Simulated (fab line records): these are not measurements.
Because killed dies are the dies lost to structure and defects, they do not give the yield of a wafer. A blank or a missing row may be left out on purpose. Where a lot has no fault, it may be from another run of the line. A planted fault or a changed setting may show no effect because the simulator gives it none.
Comparing a struck lot with a sound one + flow nand_harc + 24 out of 1302 route steps
Sound: wafers L298.1, L298.3, L298.5. Wafers struck: L291.1, L291.5, L291.6. The cause comes at the end.
At each step with rows: each side's tool, then ch and its chambers, then its first start. Under that, the readings that differ: sound wafers + struck wafers + difference of the means + sigmas: that difference in standard deviations of wafers without a fault.
alike: a reading whose means differ by less than 2 such deviations, as well as words and numbers matching on both sides. not compared: withheld readings; readings where some wafer has no value; bounds like >300 that might hide an equal value; numbers whose values overlap and for which the record gives no deviation.
Wherever a step has rows on one side only, a row that says differs or no value, or a row with sigmas, the two part there. When numbers do not overlap yet have no deviation, they are printed without sigmas and do not part them. Lack of a reading on every wafer of one side parts them only where that side has two or more wafers.

first, 2 steps without rows for these wafers: NHARC_A_CHANNEL_HOLE_D1_ETCH_34 (etches the open film in CF4/CHF3, target depth 154 nm, time 77 s); NHARC_A_CHANNEL_HOLE_D1_ETCH_16 (etches the open film in O2/COS, target depth 3100 nm, time 806 s).
NHARC_A_CHANNEL_HOLE_D1_CD_MEAS_18:
  sound on cd_sem-01, day 17 07:55; struck on cd_sem-02, day 14 12:29
  alike: cd_nm
then, 2 steps without rows for these wafers: NHARC_A_CHANNEL_HOLE_D1_ETCH_19 (etches the open film in C4F8/O2/Ar, time 34.5 s); NHARC_A_CHANNEL_HOLE_D1_ETCH_20 (etches the open film in C4F8/O2/Ar, time 361.9 s, target depth 1600 nm).
NHARC_A_CHANNEL_HOLE_D1_ETCH_21: etches the open film in C4F8/O2/Ar, time 514.3 s, target depth 1600 nm.
  sound on har_etch-01 ch 0,1, day 17 13:32; struck on har_etch-01 ch 0,1, day 14 15:43
  alike: chamber_pressure_mTorr, drypump_motor_current_A, showerhead_plenum_p_Torr, throttle_valve_pct
  not compared: rf_hours_counter_h
NHARC_A_CHANNEL_HOLE_D1_ETCH_22: etches the open film in C4F8/O2/Ar, time 666.7 s, target depth 1600 nm.
  sound on har_etch-01 ch 0,1, day 17 13:59; struck on har_etch-01 ch 0,1, day 14 16:11
  alike: chamber_pressure_mTorr, drypump_motor_current_A, showerhead_plenum_p_Torr, throttle_valve_pct
  not compared: rf_hours_counter_h
then, 3 steps without rows for these wafers: NHARC_A_CHANNEL_HOLE_D1_ETCH_23 (etches the open film in C4F8/O2/Ar, time 819 s, target depth 1600 nm); NHARC_A_CHANNEL_HOLE_D1_ETCH_24 (etches the open film in C4F8/O2/Ar, time 906.2 s, target depth 1500 nm); NHARC_A_CHANNEL_HOLE_D1_ETCH_25 (etches the open film in C4F8/O2/Ar, time 1040.2 s, target depth 1500 nm).
NHARC_A_CHANNEL_HOLE_D1_ETCH_26: etches the open film in C4F8/O2/Ar, time 224.1 s, target depth 300 nm.
  sound on har_etch-01 ch 0,1, day 17 16:52; struck on har_etch-01 ch 0,1, day 14 19:03
  alike: chamber_pressure_mTorr, drypump_motor_current_A, showerhead_plenum_p_Torr, throttle_valve_pct
  not compared: rf_hours_counter_h
NHARC_A_CHANNEL_HOLE_D1_ETCH_33: etches the open film in C4F8/O2/Ar, time 90 s, target depth 400 nm.
  sound on har_etch-01 ch 0,1, day 17 17:04; struck on har_etch-01 ch 0,1, day 14 19:15
  alike: chamber_pressure_mTorr, drypump_motor_current_A, rf_fwd_power_W, showerhead_plenum_p_Torr, throttle_valve_pct
  not compared: rf_hours_counter_h
NHARC_A_CHANNEL_HOLE_D1_STRIP_41: strips in N2/H2.
  sound on rie_diel-01 ch 0,2,3, day 17 17:38; struck on rie_diel-01 ch 0,1,2, day 14 19:47
then, 6 steps without rows for these wafers: NHARC_A_CHANNEL_HOLE_D1_STRIP_42 (strips in CF4/CHF3); NHARC_A_CHANNEL_HOLE_D1_STRIP_43 (strips in O2/COS); NHARC_A_CHANNEL_HOLE_D1_ETCH_44 (etches the open film in CF4/O2, target depth 140 nm, overetch 14 nm, time 77 s); NHARC_A_CHANNEL_HOLE_D1_STRIP_27 (strips in O2); NHARC_A_CHANNEL_HOLE_D1_PRECLEAN_28 (cleans in SC1); NHARC_A_CHANNEL_HOLE_D1_SRD_29.
NHARC_A_CHANNEL_HOLE_D1_CD_MEAS_30:
  sound on cd_sem-03, day 17 18:40; struck on cd_sem-02, day 14 20:46
  alike: cd_nm
NHARC_A_CHANNEL_HOLE_D1_XSEM_31:
  sound on xsem-02 ch 0, day 17 18:46; struck on xsem-01 ch 0, day 14 20:51
| reading            | sound          | struck            | difference | sigmas |
|--------------------|----------------|-------------------|------------|--------|
| tilt_deg (degrees) | 0.11 0.11 0.11 | -0.03 -0.03 -0.03 | -0.14      | -3     |
  alike: bot_cd_nm, bow_nm
NHARC_A_CHANNEL_HOLE_D1_INSPECT_40:
  sound on defect_inspect-01, day 17 18:52; struck on defect_inspect-02, day 14 20:57
| reading          | sound    | struck         | difference | sigmas |
|------------------|----------|----------------|------------|--------|
| raw_defect_count | 68 60 66 | 1306 1209 1283 | +1201      | +41    |
then, 1 step without rows for these wafers: NHARC_A_CHANNEL_FILL_D1_PRECLEAN_00 (cleans in SC1).
-- the record jumps here: 15 days lie between the struck wafers' starts before and after (it left off in module A_CHANNEL_FILL_D1 and takes up again in module END, whose first step shown is number 1302 of the route) --
NHARC_END_SORT_01:
  only the struck wafers appear in the record here, on prober-01 ch 0 at day 30 02:18; the sound ones have no rows

## WHERE THEY PART
First at NHARC_A_CHANNEL_HOLE_D1_XSEM_31; last, within this record, at NHARC_END_SORT_01.

WHY: whatever the simulator had introduced
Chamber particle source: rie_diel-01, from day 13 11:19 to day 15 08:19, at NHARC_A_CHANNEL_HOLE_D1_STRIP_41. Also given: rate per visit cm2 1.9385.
